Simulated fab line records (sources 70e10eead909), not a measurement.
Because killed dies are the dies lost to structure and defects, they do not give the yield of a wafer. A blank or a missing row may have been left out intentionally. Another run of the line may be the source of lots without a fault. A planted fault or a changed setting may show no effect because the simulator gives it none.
A struck lot beside a sound one / flow nandHarc / 14 out of 1302 route steps
Sound: wafers L535.1, L535.3, L535.5. Wafers L531.2, L531.5, L531.6 were the ones struck. At the end, the cause is stated.
Order at every step that has rows: each side's tool, ch and its chambers, its first start. Under that, the readings that differ: sound wafers / struck wafers / difference of the means / sigmas: that difference in standard deviations of wafers without a fault.
alike: a reading whose means differ by less than 2 such deviations, as well as words and numbers matching on both sides. not compared: withheld readings; readings where some wafer has no value; bounds like >300 that might hide an equal value; numbers whose values overlap and for which the record gives no deviation.
The two part at a step that has a row with sigmas, a row that says differs or no value, or rows on one side only. Numbers that have no deviation but don't overlap get no sigmas and don't part them. Lack of a reading on every wafer of one side parts them only where that side has two or more wafers.

first, 1 step without rows for these wafers: NHARC_A_M1_DEGAS_29 (time 60 s).
NHARC_A_M1_PRE_CLEAN_30: time 30 s.
  sound on pvdSputter-01; struck on pvdSputter-01
  alike: heaterPowerW
NHARC_A_M1_PVD_20: deposits TaN, target thk 5 nm, time 8.06 s.
  sound on pvdSputter-01; struck on pvdSputter-01
  alike: throttleValvePct
then, 3 steps without rows for these wafers: NHARC_A_M1_PVD_21 (deposits Cu, target thk 30 nm, time 20.49 s); NHARC_A_M1_ECD_22 (material Cu, target thk 400 nm); NHARC_A_M1_ANNEAL_31 (time 90 s).
NHARC_A_M1_CMP_23: polishes, t overpolish 20 s, target thk 154.34 nm.
  sound on cmp-04 ch 1,2, day 29 00:37; struck on cmp-03 ch 1,2, day 27 18:31
  alike: motorCurrentA, timeToEndpointS
NHARC_A_M1_THK_MEAS_24: measures by xrf.
  sound on filmMetro-01, day 29 00:55; struck on filmMetro-02, day 27 18:48
  alike: thkNm
next, for these wafers, 1 step has no rows: NHARC_A_M1_SRD_25.
NHARC_A_M1_INSPECT_27:
  sound on defectInspect-01, day 29 01:04; struck on defectInspect-02, day 27 18:57
  alike: rawDefectCount
NHARC_A_M1_PRE_CLEAN_32: time 12 s.
  sound on pecvd-04 ch 0,1,2, day 29 01:08; struck on pecvd-02 ch 1,2, day 27 19:01
  alike: heaterPowerW
NHARC_A_M1_DEP_33: deposits SiCN, target thk 30 nm.
  sound on pecvd-04 ch 0,1,2, day 29 01:13; struck on pecvd-02 ch 1,2, day 27 19:06
reading=rfFwdPowerW (W); sound=449.6 449.4 451.0; struck=521.8 522.0 522.4; difference=+72.1; sigmas=+48
  alike: heaterPowerW
NHARC_A_BONDPAD_DEP_00: deposits SiCN, target thk 250 nm.
  sound on pecvd-02 ch 0,1,2, day 29 01:46; struck on pecvd-02 ch 1,2
  alike: heaterPowerW, rfFwdPowerW
NHARC_END_SORT_01:
  sound on prober-02 ch 0, day 30 08:52; struck on prober-01 ch 0, day 29 05:44
reading=defectLimitedYield (%); sound=87.4 89.5 90.0; struck=98.1 95.3 95.1; difference=+7.2; sigmas=+3
reading=killedAtArray; sound=84 71 64; struck=10 29 29; difference=-50; sigmas=-3
reading=killedDies; sound=85 71 68; struck=13 32 33; difference=-49; sigmas=-3
  alike: killedAtOther, killedAtPeriphery, killedOpen, killedShort

== WHERE THEY PART ==
Last at NHARC_END_SORT_01 as far as this record goes, first at NHARC_A_M1_DEP_33.

WHY: what had been put in by the simulator
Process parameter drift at NHARC_A_M1_DEP_33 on pecvd-02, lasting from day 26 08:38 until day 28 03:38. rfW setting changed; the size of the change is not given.
